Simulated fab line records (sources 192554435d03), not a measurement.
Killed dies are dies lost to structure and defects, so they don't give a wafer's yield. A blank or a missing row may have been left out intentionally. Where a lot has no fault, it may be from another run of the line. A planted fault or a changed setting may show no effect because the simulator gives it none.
Matching of chambers | flow n5Finfet | 3 sister chambers for N5_FIN_SAQP_PECVD_06 on pecvd-01
The step deposits a-Si from SiH4/He, target thk 60 nm, time 48.1 s. 3 wafers are shown with their chamber, then 9 later ones without.

WAFERS PAIRED WITH THEIR CHAMBERS
wafer  | chamber | throttleValvePct (%)
L086.1 | 0       | 19.1
L089.4 | 1       | 17.8
L089.5 | 2       | 18.2

WAFERS WHOSE CHAMBER IS MISSING
wafer  | throttleValvePct (%)
L091.1 | 18.0
L091.4 | 17.9
L091.6 | 19.2
L093.1 | 17.9
L093.3 | 19.1
L093.5 | 19.3
L095.1 | 19.0
L095.2 | 17.6
L095.4 | 19.3

WHICH CHAMBER EACH WENT THROUGH
wafer  | from the rows above     | in truth
L091.1 | can't be placed: 1 or 2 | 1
L091.4 | can't be placed: 1 or 2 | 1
L091.6 | 0                       | 0
L093.1 | can't be placed: 1 or 2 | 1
L093.3 | 0                       | 0
L093.5 | 0                       | 0
L095.1 | 0                       | 0
L095.2 | 1                       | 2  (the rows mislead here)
L095.4 | 0                       | 0
Correct placement for 5 of the 9. These rows do not allow placing 3 (true chamber among the candidates in 3). Number placed wrongly: 1.
How it was worked out, from the rows above alone: a wafer's distance from a chamber is the root of the sum, over the readings, of the square of ((its reading less the chamber's mean) divided by the reading's scatter). If the next closest chamber is less than 2 further off than the closest, the wafer can't be placed; otherwise it belongs to the closest. For every chamber, the mean is computed from those of its wafers that are shown. The scatter (one wafer shown for each chamber): square how far every hidden wafer sits from the nearest shown wafer, average those squares and take the square root.
